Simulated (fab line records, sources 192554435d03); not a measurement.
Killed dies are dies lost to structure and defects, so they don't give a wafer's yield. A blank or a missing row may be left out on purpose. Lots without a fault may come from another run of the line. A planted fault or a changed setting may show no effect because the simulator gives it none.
Chamber matching | flow n5_finfet | N5_HKMG_FIN_ALD_75 on ald_hk-01: 4 sister chambers
The step deposits Al2O3, target thk 1 nm, co reactant pulse time 1 s. 8 wafers are shown with their chamber, then 8 later ones without.

WAFERS WITH THEIR CHAMBER
wafer  | chamber | heater_power_w (W) | precursor_pulse_height_rel
L082.2 | 1       | 175                | 1.005
L082.4 | 0       | 138                | 1.022
L087.3 | 3       | 158                | 1.009
L087.5 | 2       | 150                | 1.015
L090.3 | 2       | 149                | 1.051
L090.4 | 3       | 166                | 0.974
L090.5 | 0       | 138                | 0.968
L091.1 | 1       | 177                | 0.985

WAFERS WITHOUT THEIR CHAMBER
wafer  | heater_power_w (W) | precursor_pulse_height_rel
L091.3 | 154                | 0.996
L091.5 | 150                | 0.988
L094.1 | 155                | 1.002
L094.5 | 159                | 1.022
L094.6 | 140                | 1.007
L097.3 | 154                | 0.964
L097.5 | 160                | 0.991
L097.6 | 150                | 1.008

WHICH CHAMBER EACH WENT THROUGH
wafer  | from the rows above     | in truth
L091.3 | can't be placed: 2 or 3 | 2
L091.5 | 2                       | 2
L094.1 | can't be placed: 2 or 3 | 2
L094.5 | can't be placed: 3 or 2 | 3
L094.6 | 0                       | 0
L097.3 | can't be placed: 3 or 2 | 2
L097.5 | 3                       | 3
L097.6 | 2                       | 2
Placed correctly: 4 of 8. Can't be placed from these rows: 4 (the true chamber is among the candidates in 4). Placed wrongly: 0.
How it was worked out, from the rows above alone: a wafer's distance from a chamber is the root of the sum, over the readings, of the square of ((its reading less the chamber's mean) divided by the reading's scatter). The wafer belongs to the nearest chamber; if the next one is less than 2 further off, it can't be placed. A chamber's mean is the mean of its shown wafers. The scatter: the root of (the sum of the squares of (reading less its chamber's mean) over the shown wafers, divided by (wafers less chambers)).
